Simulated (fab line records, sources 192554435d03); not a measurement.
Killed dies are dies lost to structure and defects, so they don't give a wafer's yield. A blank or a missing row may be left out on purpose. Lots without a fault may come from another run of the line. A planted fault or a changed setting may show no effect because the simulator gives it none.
Which tool did it? | flow n5_finfet | 11 lots, 29 wafers sampled, at 5 steps of a route of 1938

WHAT THE GAUGES READ, wafer by wafer
N5_GATE_CUT_INSPECT_15: inspects for defects (brightfield). Usual: raw_defect_count 132, standard deviation 41.
lot  | measured     | on                | raw_defect_count | flag
L152 | day 5 01:41  | defect_inspect-02 | 131 122          |
L153 | day 5 05:23  | defect_inspect-02 | 97 162 107       |
L156 | day 6 00:34  | defect_inspect-02 | 216 198 225      |
L157 | day 6 06:38  | defect_inspect-01 | 198 143 171      |
L160 | day 7 00:38  | defect_inspect-02 | 151 154 124      |
L162 | day 7 12:58  | defect_inspect-01 | 162 187 183      |
L166 | day 8 11:18  | defect_inspect-01 | 95 132 90        |
L167 | day 8 17:46  | defect_inspect-01 | 154 144          |
L169 | day 9 08:30  | defect_inspect-01 | 118 99           |
L172 | day 10 03:49 | defect_inspect-01 | 138 146 157      |
L173 | day 10 07:23 | defect_inspect-01 | 172 114          |

N5_BEOL_M4_RC_MEAS_101. Usual: DIBL_N 36.1 mV/V, standard deviation 2; DIBL_P 36.3 mV/V, standard deviation 2.5; IOFF_N 0.16 nA/um, standard deviation 0.037; IOFF_P 0.21 nA/um, standard deviation 0.039; ION_N 678 uA/um, standard deviation 15; ION_P 465 uA/um, standard deviation 8.7; SS_N 71.4 mV/dec, standard deviation 0.7; SS_P 73.3 mV/dec, standard deviation 0.74; VT_N 249 mV, standard deviation 3.6; VT_P -250.0 mV, standard deviation 2.9.
lot  | measured     | on        | DIBL_N (mV/V)  | DIBL_P (mV/V)  | IOFF_N (nA/um) | IOFF_P (nA/um) | ION_N (uA/um) | ION_P (uA/um) | SS_N (mV/dec)  | SS_P (mV/dec)  | VT_N (mV)   | VT_P (mV)            | flag
L152 | day 8 23:31  | prober-01 | 35.7 37.6      | 35.4 37.8      | 0.14 0.18      | 0.17 0.22      | 675 674       | 457 460       | 70.6 72.1      | 73.0 74.7      | 254 249     | -255.2 -249.7        |
L153 | day 8 13:13  | prober-02 | 33.3 36.9 33.6 | 30.4 35.9 30.2 | 0.09 0.14 0.09 | 0.15 0.21 0.14 | 643 684 642   | 452 470 443   | 70.6 71.0 70.6 | 72.3 72.7 71.8 | 257 250 258 | -252.8 -250.1 -255.9 |
L156 | day 9 06:28  | prober-01 | 34.8 34.5 38.4 | 35.2 35.1 40.7 | 0.14 0.13 0.21 | 0.18 0.17 0.27 | 687 670 687   | 470 459 472   | 71.5 71.3 72.4 | 72.7 73.1 74.3 | 251 251 244 | -250.1 -251.9 -245.6 |
L157 | day 9 07:47  | prober-02 | 32.3 34.5 37.8 | 30.4 33.9 38.5 | 0.09 0.12 0.17 | 0.14 0.18 0.25 | 653 666 672   | 459 465 467   | 70.1 71.4 71.9 | 71.2 73.0 73.8 | 257 251 248 | -253.7 -250.1 -247.8 |
L160 | day 10 22:55 | prober-02 | 34.5 36.6 36.0 | 33.9 35.8 35.6 | 0.13 0.16 0.16 | 0.19 0.22 0.21 | 677 685 683   | 467 462 465   | 71.6 72.0 71.9 | 73.5 73.9 73.1 | 249 246 247 | -249.3 -250.9 -249.6 |
L162 | day 11 16:26 | prober-02 | 38.8 33.9 38.7 | 41.2 34.1 39.1 | 0.25 0.13 0.23 | 0.32 0.19 0.27 | 705 680 697   | 485 468 474   | 72.3 70.7 72.0 | 73.9 72.6 73.4 | 243 249 244 | -243.5 -252.0 -249.4 |
L166 | day 12 19:57 | prober-02 | 32.4 35.0 32.9 | 32.2 36.2 34.0 | 0.11 0.15 0.13 | 0.13 0.18 0.16 | 660 670 675   | 448 458 461   | 70.8 71.6 70.4 | 71.7 73.5 71.8 | 252 250 248 | -256.9 -254.3 -254.9 |
L167 | day 13 11:09 | prober-02 | 35.3 34.1      | 36.6 34.7      | 0.15 0.14      | 0.21 0.19      | 654 674       | 456 473       | 71.2 70.5      | 73.1 71.9      | 252 251     | -249.0 -250.6        |
L169 | day 13 20:16 | prober-02 | 34.5 34.3      | 35.3 35.2      | 0.15 0.13      | 0.20 0.19      | 690 660       | 476 453       | 71.0 70.8      | 72.5 72.5      | 249 252     | -250.5 -249.1        |
L172 | day 14 13:26 | prober-01 | 39.8 36.3 37.8 | 41.0 37.9 38.1 | 0.25 0.17 0.21 | 0.31 0.25 0.24 | 702 687 689   | 476 474 460   | 72.3 71.1 72.4 | 74.4 74.2 74.1 | 242 246 244 | -245.9 -244.9 -248.1 |
L173 | day 14 01:16 | prober-02 | 34.2 36.9      | 34.1 37.5      | 0.13 0.16      | 0.18 0.23      | 676 672       | 466 468       | 70.1 71.6      | 73.3 74.1      | 251 251     | -251.3 -249.1        |

WHICH TOOL RAN EACH LOT (tool, then ch and the chambers of the sampled wafers, then the start)
lot  | N5_GATE_CUT_CUT_ETCH_54           | N5_GATE_CUT_ALD_22                | N5_GATE_CUT_CMP_23
L152 | rie_metal-03 ch 1, day 5 02:10    | ald_sin-04 ch 2,3, day 5 03:09    | cmp-04 ch 1,2, day 5 04:43
L153 | rie_metal-01 ch 0,1, day 5 05:52  | ald_sin-02 ch 0,1, day 5 06:16    | cmp-01 ch 1,2,3, day 5 07:49
L156 | rie_metal-02 ch 0,1, day 6 01:03  | ald_sin-03 ch 0,1,2, day 6 01:26  | cmp-01 ch 1,2,3, day 6 02:56
L157 | rie_metal-01 ch 0, day 6 07:13    | ald_sin-02 ch 2,3, day 6 07:47    | cmp-04 ch 2,3, day 6 09:19
L160 | rie_metal-01 ch 0,1, day 7 01:08  | ald_sin-02 ch 2,3, day 7 01:33    | cmp-01 ch 0,2, day 7 03:02
L162 | rie_metal-01 ch 0,1, day 7 13:27  | ald_sin-02 ch 1,2,3, day 7 13:50  | cmp-01 ch 2,3, day 7 15:19
L166 | rie_metal-03 ch 0,1, day 8 11:47  | ald_sin-02 ch 0,1,2, day 8 12:10  | cmp-04 ch 1,2, day 8 13:40
L167 | rie_metal-02 ch 0,1, day 8 18:44  | ald_sin-02 ch 1,3, day 8 20:56    | cmp-03 ch 0,3, day 8 22:31
L169 | rie_metal-03 ch 1, day 9 09:03    | ald_sin-02 ch 2,3, day 9 09:39    | cmp-04 ch 3, day 9 11:10
L172 | rie_metal-02 ch 0,1, day 10 04:19 | ald_sin-03 ch 0,2,3, day 10 05:14 | cmp-04 ch 1,2, day 10 06:44
L173 | rie_metal-01 ch 0,1, day 10 07:53 | ald_sin-03 ch 1,2, day 10 08:16   | cmp-03 ch 2,3, day 10 09:47
- N5_GATE_CUT_CUT_ETCH_54: etches TiN in Cl2/BCl3, target depth 96.7 nm.
- N5_GATE_CUT_ALD_22: deposits SiNx, target thk 16 nm, pulse time 1 s, ald cycles 320.
- N5_GATE_CUT_CMP_23: polishes, stops on SiO2, t overpolish 23.4 s, target thk 16 nm.

WHAT THE TOOLS THEMSELVES READ (means of the sampled wafers that have a number; where no wafer has one, the mark that the record gives instead)
N5_GATE_CUT_CUT_ETCH_54. Usual: drypump_motor_current_A 5.59 A, standard deviation 0.25; etch_rf_on_time_s 36.6 s, standard deviation 0.91; oes_product_au 0.71 a.u., standard deviation 0.14; throttle_valve_pct 22.59 %, standard deviation 0.17.
lot  | tool         | drypump_motor_current_A (A) | etch_rf_on_time_s (s) | oes_product_au (a.u.) | throttle_valve_pct (%) | flag
L152 | rie_metal-03 | 5.46                        | 38.5                  | 0.68                  | 22.40                  |
L153 | rie_metal-01 | 5.54                        | 36.0                  | 0.73                  | 22.69                  |
L156 | rie_metal-02 | 5.46                        | 37.1                  | 0.54                  | 22.51                  |
L157 | rie_metal-01 | 5.39                        | 36.3                  | 0.81                  | 22.56                  |
L160 | rie_metal-01 | 5.55                        | 36.0                  | 0.83                  | 22.66                  |
L162 | rie_metal-01 | 5.55                        | 36.0                  | 0.83                  | 22.66                  |
L166 | rie_metal-03 | 5.79                        | 37.7                  | 0.59                  | 22.64                  |
L167 | rie_metal-02 | 5.55                        | 36.1                  | 0.71                  | 22.48                  |
L169 | rie_metal-03 | 5.44                        | 37.8                  | 0.67                  | 22.43                  |
L172 | rie_metal-02 | 5.62                        | 35.8                  | 0.74                  | 22.46                  |
L173 | rie_metal-01 | 5.61                        | 35.9                  | 0.81                  | 22.72                  |

N5_GATE_CUT_ALD_22. Usual: heater_power_w 857 W, standard deviation 99; precursor_pulse_height_rel 1.006, standard deviation 0.02.
lot  | tool       | heater_power_w (W) | precursor_pulse_height_rel | flag
L152 | ald_sin-04 | 826                | 1.010                      |
L153 | ald_sin-02 | 774                | 1.019                      |
L156 | ald_sin-03 | 896                | 1.002                      |
L157 | ald_sin-02 | 907                | 0.989                      |
L160 | ald_sin-02 | 901                | 0.992                      |
L162 | ald_sin-02 | 885                | 1.013                      |
L166 | ald_sin-02 | 787                | 1.015                      |
L167 | ald_sin-02 | 977                | 0.993                      |
L169 | ald_sin-02 | 863                | 0.988                      |
L172 | ald_sin-03 | 834                | 1.000                      |
L173 | ald_sin-03 | 866                | 1.025                      |

N5_GATE_CUT_CMP_23. Usual: head_pressure_psi 2.500 psi, standard deviation 0.0058; motor_current_A 8.7 A, standard deviation 1.1; overpolish_run_s 23.400 s, standard deviation 0.0087; retaining_ring_pressure_frac 1.000, standard deviation 0.0052; time_to_endpoint_s 20 s, standard deviation 3.7.
lot  | tool   | head_pressure_psi (psi) | motor_current_A (A) | overpolish_run_s (s) | retaining_ring_pressure_frac | time_to_endpoint_s (s) | flag
L152 | cmp-04 | 2.500                   | 8.1                 | 23.391               | 0.995                        | 21                     |
L153 | cmp-01 | 2.500                   | 9.3                 | 23.407               | 1.004                        | 19                     |
L156 | cmp-01 | 2.502                   | 9.0                 | 23.399               | 0.999                        | 23                     |
L157 | cmp-04 | 2.506                   | 8.3                 | 23.404               | 1.000                        | 20                     |
L160 | cmp-01 | 2.751                   | 9.2                 | 23.407               | 1.003                        | 17                     | OFF
L162 | cmp-01 | 2.753                   | 8.9                 | 23.405               | 0.997                        | 20                     | OFF
L166 | cmp-04 | 2.497                   | 7.9                 | 23.403               | 1.004                        | 16                     |
L167 | cmp-03 | 2.497                   | 8.4                 | 23.408               | 1.002                        | 20                     |
L169 | cmp-04 | 2.492                   | 8.4                 | 23.401               | 0.998                        | 22                     |
L172 | cmp-04 | 2.499                   | 7.9                 | 23.397               | 0.997                        | 20                     |
L173 | cmp-03 | 2.502                   | 9.7                 | 23.391               | 1.002                        | 18                     |

THE ANSWER, worked out from the rows above alone
Rule: a lot is off if the mean of its wafers that have a number lies more than 3 standard deviations from the usual mean. A lot without any number at a reading at which 4 lots or more have one is off too. The other lots that the step has rows for count as sound. The gauges are gone through in route order, then the tools' own readings, and for those a lot's mean is taken as printed above. The first step at which some lot is off is used, and at that step the reading that is off furthest; a lot without a number counts as furthest.
Off: L160, L162, at N5_GATE_CUT_CMP_23 (head_pressure_psi).
A tool fits if, at that step or a process step before it, it ran every lot that is off, and no sound lot after the first of them. One fits: cmp-01 at N5_GATE_CUT_CMP_23. Its last sound lot is L156 (day 6 02:56), its first lot that is off L160 (day 7 03:02): a fault that began between those two fits.
The tool's own readings at N5_GATE_CUT_CMP_23 bear it out: on the lots that are off they differ by more than 5 times the standard deviation of the sound lots' means. head_pressure_psi reads 2.752 psi there against 2.499 psi on the sound lots.

WHAT THE SIMULATOR HAD PUT IN
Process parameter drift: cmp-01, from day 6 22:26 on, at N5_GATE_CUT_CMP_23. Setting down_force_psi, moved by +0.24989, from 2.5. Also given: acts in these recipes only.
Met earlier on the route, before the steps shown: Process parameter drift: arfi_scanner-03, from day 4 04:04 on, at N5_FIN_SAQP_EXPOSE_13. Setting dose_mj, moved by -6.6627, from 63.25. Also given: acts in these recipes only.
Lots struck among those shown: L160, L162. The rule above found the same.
